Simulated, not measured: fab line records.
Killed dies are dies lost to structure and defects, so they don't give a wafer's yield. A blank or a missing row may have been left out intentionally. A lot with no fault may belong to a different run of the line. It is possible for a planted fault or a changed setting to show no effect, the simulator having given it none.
Matching of chambers / flow n5Finfet / rieDiel-06 running N5_BEOL_M3_DESCUM_16: 4 sister chambers
The step chemistry O2, time 7 s. 8 wafers are shown with their chamber, then 8 later ones without.

## WAFERS, EACH WITH ITS CHAMBER
wafer=L075.2; chamber=3; drypumpMotorCurrentA (A)=5.6; showerheadPlenumPTorr (Torr)=2.18
wafer=L084.1; chamber=2; drypumpMotorCurrentA (A)=5.6; showerheadPlenumPTorr (Torr)=2.16
wafer=L084.5; chamber=0; drypumpMotorCurrentA (A)=5.2; showerheadPlenumPTorr (Torr)=2.02
wafer=L084.6; chamber=1; drypumpMotorCurrentA (A)=6.5; showerheadPlenumPTorr (Torr)=2.06
wafer=L089.1; chamber=3; drypumpMotorCurrentA (A)=5.7; showerheadPlenumPTorr (Torr)=2.17
wafer=L089.3; chamber=1; drypumpMotorCurrentA (A)=6.6; showerheadPlenumPTorr (Torr)=2.06
wafer=L089.4; chamber=0; drypumpMotorCurrentA (A)=5.2; showerheadPlenumPTorr (Torr)=2.01
wafer=L095.1; chamber=2; drypumpMotorCurrentA (A)=5.6; showerheadPlenumPTorr (Torr)=2.16

## WAFERS WITH NO CHAMBER GIVEN
wafer=L095.3; drypumpMotorCurrentA (A)=5.2; showerheadPlenumPTorr (Torr)=2.01
wafer=L095.5; drypumpMotorCurrentA (A)=5.7; showerheadPlenumPTorr (Torr)=2.17
wafer=L096.1; drypumpMotorCurrentA (A)=5.2; showerheadPlenumPTorr (Torr)=2.01
wafer=L096.5; drypumpMotorCurrentA (A)=5.7; showerheadPlenumPTorr (Torr)=2.17
wafer=L096.6; drypumpMotorCurrentA (A)=5.6; showerheadPlenumPTorr (Torr)=2.15
wafer=L097.1; drypumpMotorCurrentA (A)=5.2; showerheadPlenumPTorr (Torr)=2.01
wafer=L097.3; drypumpMotorCurrentA (A)=5.7; showerheadPlenumPTorr (Torr)=2.16
wafer=L097.5; drypumpMotorCurrentA (A)=5.6; showerheadPlenumPTorr (Torr)=2.15

## CHAMBER TAKEN BY EACH
wafer=L095.3; from the rows above=0; in truth=0
wafer=L095.5; from the rows above=can't be placed: 3 or 2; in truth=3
wafer=L096.1; from the rows above=0; in truth=0
wafer=L096.5; from the rows above=can't be placed: 3 or 2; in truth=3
wafer=L096.6; from the rows above=2; in truth=2
wafer=L097.1; from the rows above=0; in truth=0
wafer=L097.3; from the rows above=can't be placed: 2 or 3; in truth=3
wafer=L097.5; from the rows above=2; in truth=2
Correct placement for 5 of the 8. Unplaceable from these rows: 3, with the true chamber sitting among the candidates in 3. 0 placed wrongly.
How it was worked out, from the rows above alone: a wafer's distance from a chamber is the root of the sum, over the readings, of the square of ((its reading less the chamber's mean) divided by the reading's scatter). The wafer belongs to the nearest chamber; if the next one is less than 2 further off, it can't be placed. The mean given for a chamber averages the wafers shown for that chamber. The scatter is the square root of a quotient: the sum, over the shown wafers, of each reading's squared deviation from its chamber's mean, divided by wafers minus chambers.
